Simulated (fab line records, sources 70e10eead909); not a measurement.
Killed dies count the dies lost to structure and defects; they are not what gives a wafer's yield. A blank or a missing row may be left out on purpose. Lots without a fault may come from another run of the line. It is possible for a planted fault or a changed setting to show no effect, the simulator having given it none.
fab line records -- flow nand_harc
[record] lots = 7, wafers = 21, last_day = 32
route steps=1302 shown A_BLC@1132 A_M0@1137 END@1302
lots with no fault: from the same line, run without faults
start_h: start of the lot's first displayed wafer, in hours after the record's first day -- wait_h: how many hours have passed since the lot's step before this one -- " unchanged from the row above -- L1.1+2: several wafers, shown together as one row -- - no value present, or no start provided -- * or withheld: withheld -- < > ~ a bound
route shown NAME@n: NAME is a module with steps in the file, n the number in the route of the first one -- usual: mean/standard deviation of fault-free wafers -- same: alike in all rows -- chamber/n: place in a boat -- sites: each site's reading -- _std_site: standard deviation of those values -- _edge_site: the outer-site mean with the inner-site mean subtracted -- radius_mm: how far each site lies from the wafer's centre -- mask NAME#n: copy n -- behind: tool/chamber where the wafer was last shaped -- hold: why the lot was held/for how many hours/how that ended -- device: names the non-switching transistor (n, p or np) -- end of line: at the end of the route, the tests of the same wafers -- where a step has no rows: the recipe by itself -- killed: dies that structure and defects cost at the first sort, which is not the same as the wafer's yield -- map: a wafer's dies, marking killed ones x, the rest . and places with no die _
set.NAME: the setting the step ran with; set.NAME@STEP: the setting that earlier step ran with -- model.NAME: the simulator's own value behind a step, which no gauge read
a table for each step, a row for each wafer; lots at some steps of the route
services: from which hour (start_h, from the record's first day; less than 0 if before it) a tool's chamber was out of use, for how many hours, and why
[[steps]]
[step NHARC_A_BLC_CVD_24]
[recipe] target_thk_a = 1500, temp_c = 300, pressure_torr = 40, wf6_flow_sccm = 40, h2_flow_sccm = 1600, ar_flow_sccm = 1560, time_s = 434, material = W
[usual] heater_power_w = 465/53, throttle_valve_pct = 7.9/0.32
lot.wafer,tool,chamber,start_h,wait_h,heater_power_w,throttle_valve_pct
L646.1,cvd_w-02,1,-,-,393,8.4
L646.2,cvd_w-02,0,-,-,476,7.5
L646.3,cvd_w-02,1,-,-,400,8.0
L650.1,cvd_w-01,0,-,-,483,7.9
L650.4,cvd_w-01,1,-,-,551,8.2
L650.6,cvd_w-01,0,-,-,477,7.6
L654.1,cvd_w-01,0,-,-,487,7.9
L654.2,cvd_w-01,1,-,-,549,8.0
L654.5,cvd_w-01,0,-,-,506,7.6
L655.2,cvd_w-01,1,-,-,547,8.1
L655.1,cvd_w-01,0,-,-,474,7.5
L655.3,cvd_w-01,1,-,-,547,8.4
L656.2,cvd_w-01,1,-,-,553,8.1
L656.5,cvd_w-01,1,-,-,565,8.1
L656.6,cvd_w-01,0,-,-,492,7.7
L662.2,cvd_w-01,0,-,-,491,7.8
L662.4,cvd_w-01,0,-,-,473,7.9
L662.6,cvd_w-01,0,-,-,493,7.7
L664.1,cvd_w-02,0,-,-,455,7.8
L664.3,cvd_w-02,0,-,-,466,7.5
L664.6,cvd_w-02,0,-,-,446,8.0
[step NHARC_A_BLC_CMP_25]
[recipe] t_overpolish_s = 30, target_thk_nm = 150
[usual] edge_zone_pressure_frac = 1.000/0.0055, motor_current_A = 11.9/1.3, overpolish_run_s = 29.999/0.009, slurry_filter_dp_kPa = 13.52/0.14, time_to_endpoint_s = 29.8/2.8
lot.wafer,tool,chamber,start_h,wait_h,edge_zone_pressure_frac,motor_current_A,overpolish_run_s,slurry_filter_dp_kPa,time_to_endpoint_s
L646.3,cmp-02,1,550.94,0.3,1.002,13.7,30.011,13.72,25.5
L646.2,cmp-02,2,550.94,0.3,1.006,12.6,29.989,13.45,30.1
L646.1,cmp-02,3,550.94,0.3,1.005,12.7,30.006,13.43,23.0
L650.1,cmp-02,0,582.53,0.5,1.001,13.2,29.991,13.68,33.5
L650.4,cmp-02,1,582.53,0.5,1.009,13.4,30.000,13.58,29.6
L650.6,cmp-02,1,582.53,0.5,0.992,13.0,30.002,13.62,29.1
L654.2,cmp-02,2,632.16,0.4,1.001,12.4,29.997,13.60,33.1
L654.1,cmp-02,0,632.16,0.4,0.996,12.8,29.989,13.56,33.8
L654.5,cmp-02,1,632.16,0.4,1.003,12.7,29.994,13.88,29.0
L655.1,cmp-03,1,635.38,0.4,1.002,12.8,29.993,13.66,32.0
L655.2,cmp-03,2,635.38,0.4,1.006,13.3,30.006,13.66,31.9
L655.3,cmp-03,3,635.38,0.4,0.999,10.3,30.014,13.50,28.8
L656.2,cmp-02,3,637.75,0.5,1.004,12.5,29.997,13.56,27.4
L656.5,cmp-02,1,637.75,0.5,0.993,14.0,29.996,13.41,26.3
L656.6,cmp-02,2,637.75,0.5,0.998,12.1,30.007,13.27,27.2
L662.4,cmp-02,1,706.59,0.4,0.994,12.6,30.005,13.51,26.4
L662.2,cmp-02,2,706.59,0.4,1.002,11.9,29.994,13.55,27.8
L662.6,cmp-02,0,706.59,0.4,0.995,12.9,29.992,13.69,35.0
L664.3,cmp-01,0,730.09,0.2,0.997,10.0,29.992,13.84,29.9
L664.1,cmp-01,1,730.09,0.2,1.002,9.9,29.995,13.52,34.0
L664.6,cmp-01,1,730.09,0.2,0.999,9.8,30.004,13.38,34.8
[step NHARC_A_BLC_SRD_27]
[step NHARC_A_BLC_INSPECT_28]
[usual] raw_defect_count = 516/110
lot.wafer,tool,chamber,start_h,wait_h,raw_defect_count
L646.1,defect_inspect-02,-,551.32,0.1,625
L646.2,defect_inspect-02,-,551.32,0.1,448
L646.3,defect_inspect-02,-,551.32,0.1,758
L650.1,defect_inspect-01,-,582.92,0.1,389
L650.4,defect_inspect-01,-,582.92,0.1,482
L650.6,defect_inspect-01,-,582.92,0.1,606
L654.1,defect_inspect-01,-,632.54,0.1,607
L654.2,defect_inspect-01,-,632.54,0.1,711
L654.5,defect_inspect-01,-,632.54,0.1,532
L655.1,defect_inspect-01,-,635.75,0.1,521
L655.2,defect_inspect-01,-,635.75,0.1,441
L655.3,defect_inspect-01,-,635.75,0.1,507
L656.2,defect_inspect-02,-,638.10,0.1,418
L656.5,defect_inspect-02,-,638.10,0.1,356
L656.6,defect_inspect-02,-,638.10,0.1,396
L662.2,defect_inspect-01,-,706.96,0.1,462
L662.4,defect_inspect-01,-,706.96,0.1,389
L662.6,defect_inspect-01,-,706.96,0.1,452
L664.1,defect_inspect-01,-,730.50,0.1,511
L664.3,defect_inspect-01,-,730.50,0.1,490
L664.6,defect_inspect-01,-,730.50,0.1,412
[step NHARC_A_M0_DEP_00]
[recipe] target_thk_a = 1500, target_thk_nm = 150, temp_c = withheld, pressure_torr = 5, flow_sccm = 200, rf_w = 600, material = SiOC
[step NHARC_A_M0_DEHYDRATE_01]
[recipe] temp_c = 150, time_s = 120
[step NHARC_A_M0_HMDS_02]
[recipe] time_s = 30
[step NHARC_A_M0_COAT_33]
[recipe] temp_c = 200, time_s = 65
[step NHARC_A_M0_COAT_03]
[recipe] spin_rpm = 1500, resist_thk_nm = 90
[step NHARC_A_M0_SOFTBAKE_04]
[recipe] temp_c = 105, time_s = 55
[step NHARC_A_M0_EBR_05]
[step NHARC_A_M0_EXPOSE_06]
[recipe] na = 1.35, target_cd_nm = 80, dose_mj = 83.25, mask_id = A_M0
[usual] exposure_dose_mJ_cm2 = 83.25/0.075
lot.wafer,tool,chamber,start_h,wait_h,mask,exposure_dose_mJ_cm2
L646.1,arfi_scanner-02,0,552.08,-,A_M0#0,83.25
L646.2,arfi_scanner-02,0,552.08,-,A_M0#0,83.25
L646.3,arfi_scanner-02,0,552.08,-,A_M0#0,83.21
L650.1,arfi_scanner-03,0,583.56,-,A_M0#0,83.30
L650.4,arfi_scanner-03,0,583.56,-,A_M0#0,83.38
L650.6,arfi_scanner-03,0,583.56,-,A_M0#0,83.23
L654.1,arfi_scanner-02,0,633.44,-,A_M0#0,106.23
L654.2,arfi_scanner-02,0,633.44,-,A_M0#0,106.17
L654.5,arfi_scanner-02,0,633.44,-,A_M0#0,106.18
L655.1,arfi_scanner-02,0,636.39,-,A_M0#0,101.74
L655.2,arfi_scanner-02,0,636.39,-,A_M0#0,101.59
L655.3,arfi_scanner-02,0,636.39,-,A_M0#0,101.57
L656.2,arfi_scanner-02,0,638.74,-,A_M0#0,97.89
L656.5,arfi_scanner-02,0,638.74,-,A_M0#0,97.90
L656.6,arfi_scanner-02,0,638.74,-,A_M0#0,97.77
L662.2,arfi_scanner-03,0,707.60,-,A_M0#0,83.21
L662.4,arfi_scanner-03,0,707.60,-,A_M0#0,83.19
L662.6,arfi_scanner-03,0,707.60,-,A_M0#0,83.30
L664.1,arfi_scanner-01,0,731.26,-,A_M0#0,83.43
L664.3,arfi_scanner-01,0,731.26,-,A_M0#0,83.29
L664.6,arfi_scanner-01,0,731.26,-,A_M0#0,83.26
[step NHARC_A_M0_PEB_07]
[recipe] peb_temp_c = 100, peb_time_s = 65
[step NHARC_A_M0_DEVELOP_08]
[recipe] develop_time_s = 35, dev_temp_c = 23
[step NHARC_A_M0_CD_MEAS_09]
[recipe] target_cd_nm = 80, landing_energy_ev = 500
[usual] cd_nm = 80.0/0.57
lot.wafer,tool,chamber,start_h,wait_h,cd_nm
L646.1,cd_sem-01,0,552.22,-,79.0
L646.2,cd_sem-01,0,552.22,-,79.7
L646.3,cd_sem-01,0,552.22,-,79.2
L650.1,cd_sem-02,0,583.70,-,79.2
L650.4,cd_sem-02,0,583.70,-,80.4
L650.6,cd_sem-02,0,583.70,-,79.3
L654.1,cd_sem-01,0,633.58,-,95.6
L654.2,cd_sem-01,0,633.58,-,96.3
L654.5,cd_sem-01,0,633.58,-,96.2
L655.1,cd_sem-01,0,636.53,-,92.5
L655.2,cd_sem-01,0,636.53,-,92.7
L655.3,cd_sem-01,0,636.53,-,92.7
L656.2,cd_sem-03,0,638.88,-,90.9
L656.5,cd_sem-03,0,638.88,-,89.9
L656.6,cd_sem-03,0,638.88,-,91.4
L662.2,cd_sem-01,0,707.74,-,79.6
L662.4,cd_sem-01,0,707.74,-,80.6
L662.6,cd_sem-01,0,707.74,-,80.2
L664.1,cd_sem-02,0,731.40,-,80.0
L664.3,cd_sem-02,0,731.40,-,79.5
L664.6,cd_sem-02,0,731.40,-,79.4
[step NHARC_A_M0_OVL_MEAS_10]
[recipe] pitch_nm = 160
[usual] overlay_x_nm = 0.0/0.9, overlay_y_nm = -0.1/0.89
lot.wafer,tool,chamber,start_h,wait_h,overlay_x_nm,overlay_y_nm
L646.1,overlay-01,-,552.31,-,-1.0,-0.5
L646.2,overlay-01,-,552.31,-,-0.7,-0.8
L646.3,overlay-01,-,552.31,-,-0.1,-0.7
L650.1,overlay-02,-,583.79,-,1.0,-0.8
L650.4,overlay-02,-,583.79,-,1.3,-0.9
L650.6,overlay-02,-,583.79,-,1.5,-0.4
L654.1,overlay-02,-,633.66,-,0.5,0.7
L654.2,overlay-02,-,633.66,-,0.6,0.9
L654.5,overlay-02,-,633.66,-,0.6,0.6
L655.1,overlay-02,-,636.62,-,1.0,0.4
L655.2,overlay-02,-,636.62,-,0.8,1.2
L655.3,overlay-02,-,636.62,-,1.2,0.6
L656.2,overlay-01,-,638.97,-,-0.8,-0.3
L656.5,overlay-01,-,638.97,-,-1.3,-0.2
L656.6,overlay-01,-,638.97,-,-1.6,0.0
L662.2,overlay-02,-,707.82,-,-0.2,1.3
L662.4,overlay-02,-,707.82,-,-0.2,1.0
L662.6,overlay-02,-,707.82,-,0.4,0.9
L664.1,overlay-01,-,731.49,-,-0.2,-0.3
L664.3,overlay-01,-,731.49,-,-0.2,-0.4
L664.6,overlay-01,-,731.49,-,0.7,-0.1
[step NHARC_A_M0_INSPECT_11]
[usual] raw_defect_count = 81/40
lot.wafer,tool,chamber,start_h,wait_h,raw_defect_count
L646.1,defect_inspect-02,-,552.35,0.0,115
L646.2,defect_inspect-02,-,552.35,0.0,99
L646.3,defect_inspect-02,-,552.35,0.0,123
L650.1,defect_inspect-01,-,583.82,0.0,28
L650.4,defect_inspect-01,-,583.82,0.0,36
L650.6,defect_inspect-01,-,583.82,0.0,31
L654.1,defect_inspect-02,-,633.70,0.0,116
L654.2,defect_inspect-02,-,633.70,0.0,145
L654.5,defect_inspect-02,-,633.70,0.0,140
L655.1,defect_inspect-01,-,636.65,0.0,83
L655.2,defect_inspect-01,-,636.65,0.0,92
L655.3,defect_inspect-01,-,636.65,0.0,79
L656.2,defect_inspect-02,-,639.02,0.1,74
L656.5,defect_inspect-02,-,639.02,0.1,72
L656.6,defect_inspect-02,-,639.02,0.1,76
L662.2,defect_inspect-01,-,707.86,0.0,116
L662.4,defect_inspect-01,-,707.86,0.0,114
L662.6,defect_inspect-01,-,707.86,0.0,116
L664.1,defect_inspect-01,-,731.52,0.0,96
L664.3,defect_inspect-01,-,731.52,0.0,80
L664.6,defect_inspect-01,-,731.52,0.0,67
[step NHARC_A_M0_DESCUM_14]
[recipe] time_s = 3, o2_flow_sccm = 200, ar_flow_sccm = 0, bias_power_w = 0, chemistry = O2
[usual] drypump_motor_current_A = 5.6/0.41, oes_product_au = 1.003/0.01, rf_vpp_V = 57.9/0.87, showerhead_plenum_p_Torr = 1.91/0.072, throttle_valve_pct = 11.310/0.0092
lot.wafer,tool,chamber,start_h,wait_h,drypump_motor_current_A,oes_product_au,rf_hours_counter_h,rf_vpp_V,showerhead_plenum_p_Torr,throttle_valve_pct,model.A_M0.cd_nm
L646.1,rie_diel-10,0,552.41,0.1,5.5,1.001,6.8,58.4,1.79,11.309,79.63
L646.3,rie_diel-10,1,552.41,0.1,5.2,1.004,7.5,57.5,1.87,11.312,79.02
L646.2,rie_diel-10,3,552.41,0.1,6.1,1.004,7.2,60.2,2.01,11.317,79.25
L650.1,rie_diel-12,0,583.88,0.1,5.1,1.010,4.6,57.9,1.98,11.323,78.79
L650.4,rie_diel-12,1,583.88,0.1,6.0,1.001,6.6,59.6,1.93,11.299,80.91
L650.6,rie_diel-12,1,583.88,0.1,6.0,1.010,-,59.9,1.93,11.303,80.23
L654.2,rie_diel-12,2,633.78,0.1,5.3,1.004,0,57.2,1.85,11.313,96.26
L654.1,rie_diel-12,3,633.78,0.1,5.1,1.011,0,57.5,1.95,11.317,95.15
L654.5,rie_diel-12,1,633.78,0.1,6.0,1.023,-,58.4,1.93,11.307,95.97
L655.1,rie_diel-10,2,636.72,0.1,5.4,1.006,0.9,58.2,2.01,11.318,91.51
L655.2,rie_diel-10,0,636.72,0.1,5.5,0.998,1.4,56.6,1.79,11.301,92.25
L655.3,rie_diel-10,1,636.72,0.1,5.2,1.017,0.9,57.8,1.87,11.307,92.65
L656.2,rie_diel-04,1,639.11,0.1,4.9,1.009,5.3,58.0,1.82,11.305,90.56
L656.5,rie_diel-04,2,639.11,0.1,6.4,0.987,-,57.8,1.99,11.307,89.2
L656.6,rie_diel-04,3,639.11,0.1,5.9,0.985,-,56.8,1.90,11.308,90.85
L662.4,rie_diel-12,3,707.93,0.1,5.1,1.000,2.7,58.2,1.95,11.306,80.37
L662.2,rie_diel-12,1,707.93,0.1,6.0,1.008,3.1,58.5,1.93,11.291,79.78
L662.6,rie_diel-12,3,707.93,0.1,5.1,1.008,-,58.1,1.95,11.308,79.89
L664.1,rie_diel-04,0,731.59,0.1,5.9,1.020,0.6,56.1,1.88,11.331,79.67
L664.3,rie_diel-04,1,731.59,0.1,5.0,1.007,0.6,57.4,1.82,11.300,79.88
L664.6,rie_diel-04,0,731.59,0.1,5.9,1.004,-,57.6,1.88,11.316,79.66
[step NHARC_A_M0_ETCH_34]
[recipe] target_depth_a = 400, overetch_a = 120, time_s = 43.94, ion_energy_ev = 200, n2_flow_sccm = 150, h2_flow_sccm = 150, ar_flow_sccm = 0, rf_w = 400, bias_w = 150, chemistry = N2/H2
[usual] drypump_motor_current_A = 5.6/0.41, n2_flow_sccm = 150.0/0.49, oes_product_au = 1.002/0.01, rf_vpp_V = 430.6/2.3, showerhead_plenum_p_Torr = 2.04/0.079, throttle_valve_pct = 14.172/0.0087
lot.wafer,tool,chamber,start_h,wait_h,drypump_motor_current_A,n2_flow_sccm,oes_product_au,rf_hours_counter_h,rf_vpp_V,showerhead_plenum_p_Torr,throttle_valve_pct
L646.3,rie_diel-10,3,552.49,0.1,6.0,149.7,0.998,7.2,434.5,2.15,14.163
L646.1,rie_diel-10,0,552.49,0.1,5.4,150.4,0.994,6.8,426.6,1.91,14.152
L646.2,rie_diel-10,1,552.49,0.1,5.3,150.2,0.998,7.5,431.0,1.99,14.165
L650.4,rie_diel-12,1,583.97,0.1,6.0,150.0,1.001,6.6,429.5,2.06,14.164
L650.1,rie_diel-12,3,583.97,0.1,5.1,149.7,0.993,6.6,433.5,2.08,14.176
L650.6,rie_diel-12,2,583.97,0.1,5.3,150.2,1.004,-,428.8,1.97,14.159
L654.2,rie_diel-12,1,633.85,0.1,6.0,150.5,1.025,0.0,432.0,2.06,14.173
L654.1,rie_diel-12,0,633.85,0.1,5.1,150.2,1.015,0.0,433.2,2.11,14.181
L654.5,rie_diel-12,2,633.85,0.1,5.4,150.6,1.008,-,428.0,1.97,14.175
L655.3,rie_diel-10,3,636.80,0.1,6.0,150.3,0.993,1.3,432.6,2.14,14.173
L655.2,rie_diel-10,0,636.80,0.1,5.4,150.1,1.000,1.4,426.5,1.90,14.175
L655.1,rie_diel-10,1,636.80,0.1,5.2,150.5,0.998,0.9,430.4,1.99,14.180
L656.2,rie_diel-04,2,639.18,0.1,6.3,150.0,0.995,5.0,434.7,2.12,14.167
L656.6,rie_diel-04,0,639.18,0.1,5.9,150.6,0.992,-,429.2,2.01,14.182
L656.5,rie_diel-04,1,639.18,0.1,5.0,150.2,1.005,-,427.2,1.94,14.179
L662.2,rie_diel-12,2,708.01,0.1,5.3,149.9,1.013,1.7,429.3,1.97,14.180
L662.4,rie_diel-12,1,708.01,0.1,6.0,149.2,1.021,3.1,430.5,2.06,14.168
L662.6,rie_diel-12,2,708.01,0.1,5.3,150.3,1.000,-,428.8,1.97,14.158
L664.3,rie_diel-04,3,731.67,0.1,5.9,150.4,1.000,1.0,428.9,2.02,14.178
L664.1,rie_diel-04,1,731.67,0.1,5.0,150.3,1.011,0.6,429.4,1.94,14.178
L664.6,rie_diel-04,0,731.67,0.1,5.9,148.3,1.011,-,428.8,2.01,14.174
[step NHARC_A_M0_ETCH_15]
[recipe] target_depth_a = 1500, overetch_a = 150, time_s = 82.5, c4f8_flow_sccm = withheld, ar_flow_sccm = 400, rf_w = 600, bias_w = 300, chemistry = C4F8/Ar
[usual] oes_product_au = 0.948/0.025, rf_vpp_V = 441.0/2.5
lot.wafer,tool,chamber,start_h,wait_h,oes_product_au,rf_hours_counter_h,rf_vpp_V,model.A_M0.cd_nm
L646.1,rie_diel-10,3,-,-,0.924,7.3,445.0,79.13
L646.3,rie_diel-10,0,-,-,0.911,6.9,437.5,79.11
L646.2,rie_diel-10,2,-,-,0.929,7.9,445.2,79.39
L650.1,rie_diel-12,0,-,-,0.939,4.6,442.6,78.96
L650.4,rie_diel-12,2,-,-,0.971,6.8,439.9,81.12
L650.6,rie_diel-12,0,-,-,0.952,-,442.2,79.89
L654.1,rie_diel-12,0,-,-,0.974,0.0,442.2,95.29
L654.2,rie_diel-12,2,-,-,0.987,0.0,439.3,96.78
L654.5,rie_diel-12,3,-,-,0.975,-,442.5,95.68
L655.3,rie_diel-10,1,-,-,0.968,1.0,438.6,92
L655.2,rie_diel-10,2,-,-,0.950,0.9,443.7,91.64
L655.1,rie_diel-10,0,-,-,0.956,1.4,437.7,91.18
L656.2,rie_diel-04,3,-,-,0.916,6.2,439.5,90.68
L656.6,rie_diel-04,1,-,-,0.931,-,437.6,90.95
L656.5,rie_diel-04,2,-,-,0.920,-,443.4,89.39
L662.2,rie_diel-12,2,-,-,0.931,1.7,440.0,79.37
L662.4,rie_diel-12,3,-,-,0.933,2.7,443.5,80.43
L662.6,rie_diel-12,2,-,-,0.924,-,440.3,79.56
L664.3,rie_diel-04,1,-,-,0.980,0.6,436.6,79.83
L664.1,rie_diel-04,2,-,-,0.970,1.0,443.4,79.88
L664.6,rie_diel-04,2,-,-,0.972,-,442.7,79.81
[step NHARC_A_M0_CD_MEAS_16]
[usual] cd_nm = 80.0/0.85
lot.wafer,tool,chamber,start_h,wait_h,cd_nm
L646.1,cd_sem-03,-,552.71,-,79.1
L646.2,cd_sem-03,-,552.71,-,79.2
L646.3,cd_sem-03,-,552.71,-,79.4
L650.1,cd_sem-01,-,584.18,-,79.1
L650.4,cd_sem-01,-,584.18,-,80.9
L650.6,cd_sem-01,-,584.18,-,79.4
L654.1,cd_sem-02,-,634.06,-,95.4
L654.2,cd_sem-02,-,634.06,-,96.7
L654.5,cd_sem-02,-,634.06,-,95.7
L655.1,cd_sem-01,-,637.01,-,91.4
L655.2,cd_sem-01,-,637.01,-,92.1
L655.3,cd_sem-01,-,637.01,-,92.2
L656.2,cd_sem-03,-,639.38,-,90.3
L656.5,cd_sem-03,-,639.38,-,89.4
L656.6,cd_sem-03,-,639.38,-,90.8
L662.2,cd_sem-01,-,708.22,-,79.3
L662.4,cd_sem-01,-,708.22,-,80.7
L662.6,cd_sem-01,-,708.22,-,79.8
L664.1,cd_sem-01,-,731.88,-,79.9
L664.3,cd_sem-01,-,731.88,-,79.8
L664.6,cd_sem-01,-,731.88,-,79.7
[step NHARC_END_SORT_01]
[recipe] temp_c = 25
[usual] defect_limited_yield = 91/3.4, killed_at_array = 55/23, killed_at_other = 1.0/1.2, killed_at_periphery = 3.2/2.7, killed_dies = 59/23, killed_open = 3.1/1.6, killed_short = 2.2/1.5
[same] gross_dies = 677
lot.wafer,tool,chamber,start_h,wait_h,defect_limited_yield[%],killed_at_array,killed_at_other,killed_at_periphery,killed_dies,killed_open,killed_short
L650.1,prober-01,0,623.88,2.5,95,30,0,6,36,3,2
L650.4,prober-01,0,626.30,3.4,94,35,1,8,44,5,0
L650.6,prober-01,0,627.91,4.0,95,28,1,5,34,6,2
L654.1,prober-02,0,673.39,2.5,87,78,6,1,85,1,5
L654.2,prober-02,0,674.19,2.8,88,79,1,3,83,2,2
L654.5,prober-02,0,676.58,3.7,86,94,0,4,98,4,0
L656.2,prober-01,0,681.94,2.8,93,42,2,1,45,2,2
L656.5,prober-01,0,684.35,3.7,92,51,0,3,54,4,5
L656.6,prober-01,0,685.16,4.0,92,51,0,2,53,3,1
// killed by level:class
L650.1 A_CHANNEL_HOLE_D2:chamber_film_flake=12 A_CONTACT:chamber_film_flake=5 P_STI:chamber_film_flake=4 A_WL_FILL:chamber_film_flake=3 A_ONON_D1:geometric_particle:short=1 A_CHANNEL_FILL_D1:geometric_particle:short=1 A_CHANNEL_FILL_D1:geometric_particle:open=1 A_CHANNEL_HOLE_D2:geometric_particle:open=1
L650.4 A_CHANNEL_HOLE_D2:chamber_film_flake=15 P_STI:chamber_film_flake=4 A_CHANNEL_HOLE_D1:chamber_film_flake=4 A_CHANNEL_FILL_D1:chamber_film_flake=4 A_WL_FILL:chamber_film_flake=3 A_CONTACT:chamber_film_flake=3 A_SLIT:chamber_film_flake=2 P_GATE:geometric_particle:open=1
L650.6 A_CHANNEL_HOLE_D2:chamber_film_flake=7 A_CHANNEL_HOLE_D1:chamber_film_flake=3 A_CHANNEL_FILL_D1:chamber_film_flake=3 A_WL_FILL:chamber_film_flake=3 A_CONTACT:chamber_film_flake=3 P_STI:chamber_film_flake=2 A_STAIRCASE:chamber_film_flake=2 P_M0:geometric_particle:open=1
L654.1 A_CHANNEL_HOLE_D1:chamber_film_flake=27 A_SLIT:chamber_film_flake=19 A_CHANNEL_HOLE_D2:chamber_film_flake=16 A_CONTACT:chamber_film_flake=4 A_M0:chamber_film_flake=3 HYBRID_BOND:chamber_film_flake=3 THIN_TSV:chamber_film_flake=3 A_ONON_D1:geometric_particle:short=2
L654.2 A_SLIT:chamber_film_flake=27 A_CHANNEL_HOLE_D1:chamber_film_flake=25 A_CHANNEL_HOLE_D2:chamber_film_flake=14 A_M0:chamber_film_flake=4 P_GATE:chamber_film_flake=2 A_STAIRCASE:chamber_film_flake=2 A_CONTACT:chamber_film_flake=2 P_M0:geometric_particle:open=1
L654.5 A_CHANNEL_HOLE_D1:chamber_film_flake=33 A_SLIT:chamber_film_flake=26 A_CHANNEL_HOLE_D2:chamber_film_flake=22 A_CONTACT:chamber_film_flake=4 A_STAIRCASE:chamber_film_flake=3 P_GATE:chamber_film_flake=2 A_M0:chamber_film_flake=2 P_CONTACT:geometric_particle:open=1
L656.2 A_SLIT:chamber_film_flake=33 A_CHANNEL_HOLE_D1:chamber_film_flake=3 A_STAIRCASE:chamber_film_flake=2 HYBRID_BOND:chamber_film_flake=2 P_CONTACT:geometric_particle:open=1 A_ONON_D2:geometric_particle:short=1 A_BLC:geometric_particle:open=1 A_M0:geometric_particle:short=1
L656.5 A_SLIT:chamber_film_flake=23 A_CHANNEL_HOLE_D1:chamber_film_flake=8 A_CONTACT:chamber_film_flake=6 A_STAIRCASE:chamber_film_flake=6 P_GATE:geometric_particle:short=1 P_CONTACT:geometric_particle:short=1 A_ONON_D1:geometric_particle:short=1 A_CHANNEL_FILL_D2:geometric_particle:short=1
L656.6 A_SLIT:chamber_film_flake=37 A_CONTACT:chamber_film_flake=5 A_STAIRCASE:chamber_film_flake=4 A_CHANNEL_HOLE_D1:chamber_film_flake=2 P_STI:geometric_particle:short=1 P_M0:geometric_particle:open=1 A_SGD_CUT:geometric_particle:open=1 A_WL_FILL:geometric_particle:open=1
[[services]]
tool,chamber,start_h,hours,kind
cmp-02,-,526.57,4.0,pm
rie_diel-04,-,531.95,9.0,pm
cvd_w-01,-,547.47,13.0,pm
arfi_scanner-02,-,554.19,1.2,repair
cmp-02,-,554.60,0.9,repair
rie_diel-12,0,559.66,18.4,repair
rie_diel-12,2,568.13,2.6,repair
rie_diel-10,-,596.50,9.0,pm
rie_diel-12,3,614.61,3.4,repair
rie_diel-10,1,615.14,6.6,repair
rie_diel-12,-,622.43,9.0,pm
cmp-02,-,624.57,4.0,pm
rie_diel-04,1,628.80,5.8,repair
cmp-02,-,650.38,0.9,repair
rie_diel-12,2,657.69,8.7,repair
rie_diel-10,1,657.80,6.8,repair
rie_diel-10,2,660.25,1.7,repair
cmp-02,-,669.08,1.9,repair
cvd_w-01,1,703.57,9.5,repair
rie_diel-04,-,708.95,9.0,pm
rie_diel-12,0,715.52,6.5,repair
cmp-02,-,722.57,4.0,pm
cmp-02,-,727.95,1.6,repair
cvd_w-01,-,728.47,13.0,pm
[[key]]
[first_sign] step = NHARC_A_M0_EXPOSE_06, reading = exposure_dose_mJ_cm2, direction = up, sigmas = 99+, usual = 83.25, struck = 101.89
[effect] step = NHARC_A_M0_CD_MEAS_09, reading = cd_nm, direction = up, sigmas = 23, usual = 80.0, struck = 93.1, through = control_loop
[effect] step = NHARC_A_M0_CD_MEAS_16, reading = cd_nm, direction = up, sigmas = 15, usual = 80.0, struck = 92.7, through = control_loop
[model_effect] step = NHARC_A_M0_DESCUM_14, value = A_M0.cd_nm, without = 79.54, struck = 92.71
[model_effect] step = NHARC_A_M0_ETCH_15, value = A_M0.cd_nm, without = 79.45, struck = 92.62
met_at NHARC_A_M0_EXPOSE_06
struck_wafers L654.1,L654.2,L654.5,L655.1,L655.2,L655.3,L656.2,L656.5,L656.6
[loop_trim] step = NHARC_A_M0_EXPOSE_06, setting = dose, lots = L655,L656
onset_between 552.08 633.44
[fault] kind = process_parameter_drift, tool = arfi_scanner-02, chamber = -, onset_h = 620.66, steps = NHARC_A_M0_EXPOSE_06, channel = dose_mj, offset = 22.922, shape = step, acts_in = these_recipes_only, stated = 83.25
// loop_trim: a control loop set the setting to another value than it would have without faults
